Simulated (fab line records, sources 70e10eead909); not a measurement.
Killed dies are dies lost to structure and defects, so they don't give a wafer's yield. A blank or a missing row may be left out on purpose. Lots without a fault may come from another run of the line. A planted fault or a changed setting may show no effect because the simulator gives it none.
fab line records | flow nand_harc
record lots=15 wafers=45 last_day=24
route steps=1159 shown A_WL_FILL@822 A_CONTACT@840
lots that met no fault: from a run of the same line without faults
start_h: hours from the record's first day to the start of the lot's first wafer shown | wait_h: hours since the lot's step before | " the same as in the row above | L1.1+2: a row that stands for several wafers | - no value, or no start given | * or withheld: withheld | < > ~ a bound
route shown NAME@n: a module of which the file shows steps, and the number in the route of the first | usual: mean/standard deviation of fault-free wafers | same: alike in all rows | chamber/n: place in a boat | sites: the reading at each site | _std_site: their standard deviation | _edge_site: outer sites' mean less inner sites' | radius_mm: how far each site lies from the wafer's centre | mask NAME#n: copy n | behind: the tool/chamber that last shaped the wafer | hold: why the lot was held/for how many hours/how that ended | device: the transistor (n, p or np) that didn't switch | end of line: the same wafers' tests at the end of the route | a step without rows: its recipe alone | killed: dies lost to structure and defects at the first sort, not the wafer's yield | map: a wafer's dies, x killed, . not, _ none there
set.NAME: the setting as run; set.NAME@STEP: as run at that earlier step | model.NAME: the simulator's own value behind a step, which no gauge read
steps of the route over a sample of lots; a table a step, a row a wafer
services: from which hour (start_h, from the record's first day; less than 0 if before it) a tool's chamber was out of use, for how many hours, and why
## steps
# step NHARC_A_WL_FILL_ALD_10
# recipe target_thk_a=500 pulse_time_s=10 ald_cycles=500 temp_c=300 material=SiO2
# usual heater_power_outer_w=263/19 heater_power_w=467/35 precursor_pulse_height_rel=1.001/0.019
# columns lot.wafer tool chamber start_h wait_h heater_power_outer_w heater_power_w precursor_pulse_height_rel
L494.4 ald_hk-03 2 352.43 0.0 286 488 0.985
L494.3 " 0 353.44 1.1 274 477 1.006
L494.6 " 3 354.96 2.6 249 421 0.971
L495.4 ald_hk-01 2 369.03 0.0 246 441 1.010
L495.2 " 3 " " 251 478 0.991
L495.5 " 2 371.08 2.1 246 443 1.009
L496.2 ald_hk-03 0 370.57 1.6 271 483 1.027
L496.4 " 2 371.60 2.6 280 482 0.968
L496.1 " 3 " " 249 431 0.971
L500.2 ald_hk-03 3 383.51 0.1 249 415 1.005
L500.3 " 0 " " 275 486 0.994
L500.6 " 0 386.11 2.7 264 488 0.999
L499.4 ald_hk-01 3 383.51 0.1 247 474 0.966
L499.3 " 0 " " 287 519 1.008
L499.5 " 0 386.10 2.6 287 505 1.014
L498.1 ald_hk-02 0 384.54 1.1 252 495 1.032
L498.5 " 2 385.56 2.1 299 465 1.039
L498.6 " 3 " " 265 466 1.014
L502.1 ald_hk-02 2 404.66 1.1 299 465 1.016
L502.3 " 3 " " 266 462 1.006
L502.5 " 1 406.22 2.7 239 399 1.018
L503.3 ald_hk-03 1 407.20 0.6 250 449 0.996
L503.1 " 2 " " 279 486 0.982
L503.6 " 0 408.75 2.2 273 506 0.974
L505.4 ald_hk-01 1 422.73 0.1 278 508 0.992
L505.2 " 3 423.77 1.1 256 489 0.999
L505.6 " 2 425.32 2.7 247 425 1.021
L507.4 ald_hk-01 1 428.43 0.6 278 506 1.002
L507.1 " 2 " " 249 431 1.023
L507.5 " 1 430.48 2.6 286 519 1.039
L506.2 ald_hk-02 3 428.93 1.1 263 468 1.001
L506.5 " 1 429.96 2.1 229 416 1.038
L506.6 " 2 " " 291 462 0.973
L509.2 ald_hk-02 3 433.52 0.1 259 476 1.041
L509.1 " 0 " " 248 485 1.017
L509.6 " 3 435.59 2.1 261 459 1.002
L508.2 ald_hk-03 1 434.11 0.6 247 435 1.014
L508.1 " 2 " " 280 474 1.005
L508.4 " 3 " " 248 401 0.981
L510.1 ald_hk-02 0 457.56 0.1 261 491 1.028
L510.2 " 1 " " 232 413 0.968
L510.5 " 1 460.14 2.6 234 409 1.020
L512.1 ald_hk-01 2 463.07 2.2 250 425 1.008
L512.2 " 1 464.61 3.7 281 497 0.960
L512.6 " 3 465.64 4.8 261 490 0.997
# step NHARC_A_WL_FILL_ALD_19
# recipe target_thk_a=20 pulse_time_s=3 ald_cycles=100 temp_c=450 material=TiN
# usual heater_power_outer_w=713/110 heater_power_w=1128/130 precursor_pulse_height_rel=1.000/0.021
# columns lot.wafer tool chamber start_h wait_h heater_power_outer_w heater_power_w precursor_pulse_height_rel
L494.3 ald_metal-03 0 362.51 0.1 758 1170 0.972
L494.4 " 1 " " 709 1081 1.015
L494.6 " 1 " " 700 1076 0.978
L495.4 ald_metal-04 3 379.47 0.1 628 1137 1.001
L495.2 " 0 " " 855 1252 0.996
L495.5 " 0 " " 842 1279 1.034
L496.2 ald_metal-02 0 379.47 0.1 650 1088 1.013
L496.1 " 1 " " 470 837 0.955
L496.4 " 3 " " 801 1335 1.005
L499.4 ald_metal-04 1 393.63 0.1 711 1129 0.975
L499.3 " 2 " " 670 1048 1.011
L499.5 " 1 " " 731 1138 0.997
L500.3 ald_metal-03 3 393.65 0.1 814 1260 1.010
L500.2 " 0 " " 768 1203 0.953
L500.6 " 0 " " 757 1224 0.991
L498.1 ald_metal-02 0 393.76 0.1 633 1071 0.987
L498.6 " 2 " " 762 1165 0.960
L498.5 " 3 " " 820 1293 0.995
L502.3 ald_metal-03 2 414.03 0.1 707 1099 1.021
L502.1 " 3 " " 811 1277 1.038
L502.5 " 2 " " 723 1092 1.033
L503.1 ald_metal-04 1 416.90 0.2 700 1087 0.953
L503.3 " 3 " " 664 1134 0.995
L503.6 " 2 " " 667 1061 1.003
L505.4 ald_metal-02 1 433.26 0.1 475 827 1.005
L505.2 " 0 " " 644 1051 1.003
L505.6 " 1 " " 463 831 1.011
L507.1 ald_metal-02 2 438.12 0.1 784 1194 1.027
L507.4 " 0 " " 657 1065 1.049
L507.5 " 1 " " 469 823 1.002
L506.2 ald_metal-03 2 438.15 0.2 737 1089 0.998
L506.6 " 3 " " 814 1228 1.009
L506.5 " 0 " " 777 1212 0.996
L509.1 ald_metal-02 0 444.06 0.1 655 1046 0.971
L509.2 " 3 " " 814 1298 0.989
L509.6 " 1 " " 454 827 0.997
L508.4 ald_metal-04 2 444.09 0.1 656 1050 0.976
L508.1 " 3 " " 665 1154 0.993
L508.2 " 1 " " 685 1093 1.012
L510.1 ald_metal-02 0 468.07 0.1 663 1072 0.985
L510.2 " 1 " " 463 844 0.996
L510.5 " 0 " " 651 1069 1.009
L512.1 ald_metal-02 2 473.19 0.1 806 1179 1.025
L512.2 " 3 " " 819 1329 1.001
L512.6 " 2 " " 781 1199 0.980
# step NHARC_A_WL_FILL_CVD_20
# recipe target_thk_a=750 temp_c=300 pressure_torr=40 wf6_flow_sccm=40 h2_flow_sccm=1600 ar_flow_sccm=1560 time_s=5064 material=W
# usual chamber_pressure_Torr=40.01/0.083 heater_power_outer_w=268/25 heater_power_w=467/31 throttle_valve_pct=7.98/0.21
# columns lot.wafer tool chamber start_h wait_h chamber_pressure_Torr heater_power_outer_w heater_power_w throttle_valve_pct
L494.3 cvd_w-02 0 364.13 - 39.94 314 537 8.30
L494.4 " 1 " " 40.05 273 490 8.02
L494.6 " 1 366.25 - 39.83 272 482 8.14
L495.2 cvd_w-01 0 381.13 - 40.12 252 424 8.08
L495.4 " 0 382.55 - 40.01 255 404 7.73
L495.5 " 0 383.98 - 40.06 253 423 7.74
L496.2 cvd_w-01 1 389.77 - 40.10 247 471 7.98
L496.1 " 0 " " 39.99 257 430 7.58
L496.4 " 0 391.95 - 40.04 249 420 7.72
L499.3 cvd_w-02 0 399.53 - 39.98 297 494 7.93
L499.4 " 1 " " 40.04 267 474 8.02
L499.5 " 0 " " 40.20 302 515 8.13
L500.2 cvd_w-01 1 400.98 - 39.99 248 468 7.89
L500.3 " 1 402.41 - 39.77 247 466 8.11
L500.6 " 1 403.84 - 39.90 247 461 7.88
L498.1 cvd_w-02 0 402.32 - 40.06 304 496 8.43
L498.5 " 0 405.17 - 40.11 310 517 8.19
L498.6 " 1 " " 39.98 265 466 7.90
L502.1 cvd_w-02 0 414.93 - 40.07 314 498 8.02
L502.3 " 0 416.38 - 39.99 309 510 7.96
L502.5 " 1 " " 40.07 270 469 8.37
L503.1 cvd_w-02 0 419.00 - 39.88 313 501 8.27
L503.3 " 0 420.44 - 39.95 304 493 8.11
L503.6 " 1 422.59 - 40.03 264 474 8.07
L505.2 cvd_w-01 1 434.19 - 40.08 243 460 7.78
L505.4 " 0 " " 40.07 254 423 7.73
L505.6 " 0 436.37 - 40.06 254 433 7.90
L507.1 cvd_w-01 1 438.30 - - - - -
L507.4 " 0 440.49 - - - - -
L507.5 " 0 441.95 - - - - -
L506.2 cvd_w-02 0 439.02 - 39.95 309 505 8.12
L506.6 " 1 441.20 - 40.09 266 483 8.10
L506.5 " 0 " " 39.93 309 503 8.21
L509.1 cvd_w-01 0 444.26 - - - - -
L509.2 " 1 " " - - - -
L509.6 " 0 447.10 - - - - -
L508.1 cvd_w-02 0 444.29 - - - - -
L508.2 " 1 " " - - - -
L508.4 " 1 446.45 - - - - -
L510.1 cvd_w-02 0 469.26 - 40.00 309 511 8.27
L510.2 " 1 " " 40.00 268 473 8.11
L510.5 " 1 472.81 - 39.89 268 478 8.20
L512.2 cvd_w-01 0 475.30 - 40.06 255 422 7.78
L512.1 " 1 " " 39.96 255 469 8.04
L512.6 " 0 478.19 - 40.08 252 425 7.81
# step NHARC_A_WL_FILL_CMP_12
# recipe t_overpolish_s=30 target_thk_nm=75
# usual motor_current_A=12.0/1.4 overpolish_run_s=30.001/0.0087 retaining_ring_pressure_frac=1.000/0.0054 time_to_endpoint_s=16.1/1.9
# columns lot.wafer tool chamber start_h wait_h motor_current_A overpolish_run_s retaining_ring_pressure_frac time_to_endpoint_s
L494.4 cmp-02 0 367.70 2.2 12.6 29.993 0.993 15.4
L494.3 " 3 " " 12.8 30.000 1.001 16.8
L494.6 " 0 " " 13.1 29.999 0.987 13.9
L495.2 cmp-04 0 386.13 4.3 14.1 29.987 0.999 14.1
L495.4 " 2 " " 12.7 30.000 1.000 16.7
L495.5 " 1 " " 9.6 30.004 0.997 14.2
L496.4 cmp-02 1 394.88 2.2 10.9 29.995 1.005 19.1
L496.2 " 2 " " 10.8 29.999 0.992 14.4
L496.1 " 3 " " 13.3 30.004 1.005 18.2
L499.4 cmp-03 1 403.06 - 12.0 30.002 1.007 15.1
L499.3 " 0 " " 14.3 30.018 1.002 13.8
L499.5 " 1 " " 12.2 29.996 0.998 13.6
L500.2 cmp-02 2 405.28 3.6 11.0 30.003 1.002 15.9
L500.3 " 3 " " 12.8 29.999 0.997 15.9
L500.6 " 2 " " 10.5 29.995 0.998 16.3
L498.1 cmp-03 1 407.38 4.3 11.9 30.007 0.994 15.5
L498.6 " 3 " " 10.9 30.000 0.998 14.5
L498.5 " 0 " " 14.1 30.011 1.006 14.7
L502.1 cmp-04 3 419.32 3.7 11.9 30.006 0.990 13.6
L502.3 " 1 " " 9.9 30.014 1.006 14.4
L502.5 " 2 " " 12.7 29.986 0.997 17.3
L503.3 cmp-04 3 424.07 2.9 11.5 29.992 0.991 13.3
L503.1 " 1 " " 9.4 30.009 0.997 15.3
L503.6 " 3 " " 12.1 29.998 0.996 13.5
L505.2 cmp-02 3 438.61 3.7 13.1 30.000 1.005 17.8
L505.4 " 0 " " 12.9 30.006 1.002 15.6
L505.6 " 2 " " 11.1 29.989 0.994 14.8
L506.2 cmp-03 1 443.41 3.7 11.6 30.007 0.998 15.2
L506.5 " 0 " " 13.7 30.010 1.008 17.6
L506.6 " 1 " " 11.7 29.991 1.002 16.2
L507.1 cmp-02 0 443.45 4.4 12.7 29.991 0.994 2.5
L507.4 " 2 " " 10.6 30.004 0.986 0.0
L507.5 " 0 " " 12.3 30.005 0.997 0.0
L509.1 cmp-02 3 449.31 4.3 12.3 29.998 0.989 4.1
L509.2 " 0 " " 13.0 29.991 1.005 2.3
L509.6 " 2 " " 10.7 29.995 0.994 1.9
L508.2 cmp-04 1 449.34 3.6 9.8 29.994 1.002 0.4
L508.1 " 3 " " 12.3 29.993 1.001 1.8
L508.4 " 0 " " 15.2 30.008 1.014 1.1
L510.1 cmp-04 1 474.28 4.3 9.5 30.006 0.996 18.0
L510.2 " 2 " " 12.9 30.023 0.998 16.7
L510.5 " 1 " " 9.9 29.993 1.001 17.4
L512.1 cmp-03 2 480.43 3.7 10.8 30.010 1.000 18.1
L512.2 " 3 " " 11.2 30.002 0.999 19.0
L512.6 " 2 " " 10.4 29.990 1.002 17.5
# step NHARC_A_CONTACT_DEP_24
# recipe target_thk_a=5000 temp_c=400 pressure_torr=6.5 rf_w=900 teos_flow_sccm=161.4 flow_sccm=2650 target_thk_nm=500 gas=O2 material=SiO2
# usual heater_power_outer_w=278/57 heater_power_w=520/84 throttle_valve_pct=16.0/0.44
# columns lot.wafer tool chamber start_h wait_h heater_power_outer_w heater_power_w throttle_valve_pct
L494.3 pecvd-04 1 368.33 0.1 219 425 15.8
L494.4 " 0 " " 223 446 15.9
L494.6 " 1 " " 234 437 15.2
L495.2 pecvd-02 0 387.05 0.4 266 489 16.4
L495.5 " 1 " " 315 578 15.7
L495.4 " 2 " " 360 643 16.0
L496.1 pecvd-04 0 395.52 0.1 167 369 15.7
L496.2 " 1 " " 260 491 15.3
L496.4 " 1 " " 166 348 15.1
L499.3 pecvd-01 0 403.61 0.1 259 541 15.7
L499.5 " 1 " " 257 461 16.7
L499.4 " 2 " " 299 579 15.3
L500.2 pecvd-02 2 405.82 0.1 300 539 16.3
L500.3 " 0 " " 288 499 16.3
L500.6 " 2 " " 328 586 16.3
L498.1 pecvd-04 2 408.01 0.2 213 453 16.2
L498.5 " 1 " " 264 484 15.6
L498.6 " 2 " " 238 489 16.1
L502.1 pecvd-02 2 419.85 0.1 353 630 16.3
L502.3 " 1 " " 306 545 15.5
L502.5 " 1 " " 324 579 15.6
L503.1 pecvd-02 0 424.66 0.1 302 526 16.5
L503.3 " 1 " " 354 621 15.5
L503.6 " 0 " " 309 561 16.3
L505.2 pecvd-02 1 439.20 0.1 349 623 15.8
L505.4 " 1 " " 359 615 15.8
L505.6 " 0 " " 282 503 16.3
L506.2 pecvd-04 0 444.06 0.2 215 427 15.8
L506.5 " 2 " " 317 589 16.1
L506.6 " 0 " " 227 442 15.8
L510.1 pecvd-04 0 474.89 0.1 153 327 16.1
L510.2 " 1 " " 236 455 15.6
L510.5 " 2 " " 317 585 16.2
L512.1 pecvd-04 0 481.27 0.4 240 442 15.8
L512.2 " 2 " " 321 588 16.3
L512.6 " 2 " " 210 445 16.1
## services
# columns tool chamber start_h hours kind
pecvd-02 - 334.07 13.0 pm
cmp-04 - 347.18 2.8 repair
cmp-03 - 351.44 2.4 repair
ald_metal-04 3 354.81 4.0 repair
ald_metal-02 - 364.00 10.0 pm
pecvd-04 - 376.13 13.0 pm
cmp-04 - 377.08 0.2 repair
cvd_w-02 - 377.15 13.0 pm
cmp-02 - 395.42 4.4 repair
cmp-03 - 395.85 4.0 pm
ald_metal-02 0 396.76 19.3 repair
cmp-04 - 398.44 1.2 repair
cmp-04 - 401.00 4.0 pm
ald_metal-04 - 406.14 10.0 pm
ald_hk-01 - 406.35 10.0 pm
ald_metal-02 - 408.87 1.3 repair
ald_metal-02 - 415.04 12.5 repair
pecvd-01 - 418.00 13.0 pm
cmp-02 - 422.63 4.0 pm
pecvd-04 1 447.21 6.6 repair
pecvd-01 0 467.49 1.9 repair
ald_metal-04 2 475.91 26.8 repair
cvd_w-01 - 479.64 13.0 pm
ald_metal-04 1 480.79 27.0 repair
## key
first_sign step=NHARC_A_WL_FILL_CVD_20 reading=tool_record direction=missing
effect step=NHARC_A_WL_FILL_CMP_12 reading=time_to_endpoint_s direction=down sigmas=7.6 usual=* struck=*
met_at NHARC_A_WL_FILL_CVD_20
struck_lots L507,L508,L509
later_rows_left_out L507.1,L507.4,L507.5,L508.1,L508.2,L508.4,L509.1,L509.2,L509.6
sort_left_out L507.1,L507.4,L507.5,L508.1,L508.2,L508.4,L509.1,L509.2,L509.6
tester_left_out L507,L508,L509
not_acting_at NHARC_A_WL_FILL_ALD_10,NHARC_A_WL_FILL_ALD_19,NHARC_A_CONTACT_DEP_24
onset_between 434.19 438.30
fault kind=skipped_step_whole tool=cvd_w-01,cvd_w-02 chamber=- onset_h=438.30 steps=NHARC_A_WL_FILL_CVD_20 scope=struck_lots_only
# tester_left_out: of these lots the tester's yield and bins aren't shown, on N5 and GAA mostly nor the transistor test; their killed dies are dies lost to structure and defects alone, not to doping, threshold or leakage, so they don't give the yield
# sort_left_out: the simulated sort isn't trusted on such a fault, so these wafers' sort isn't shown, and their yield isn't known
# later_rows_left_out: the simulator's readings of these wafers behind a module that went badly wrong aren't trusted and aren't shown, but for the sort
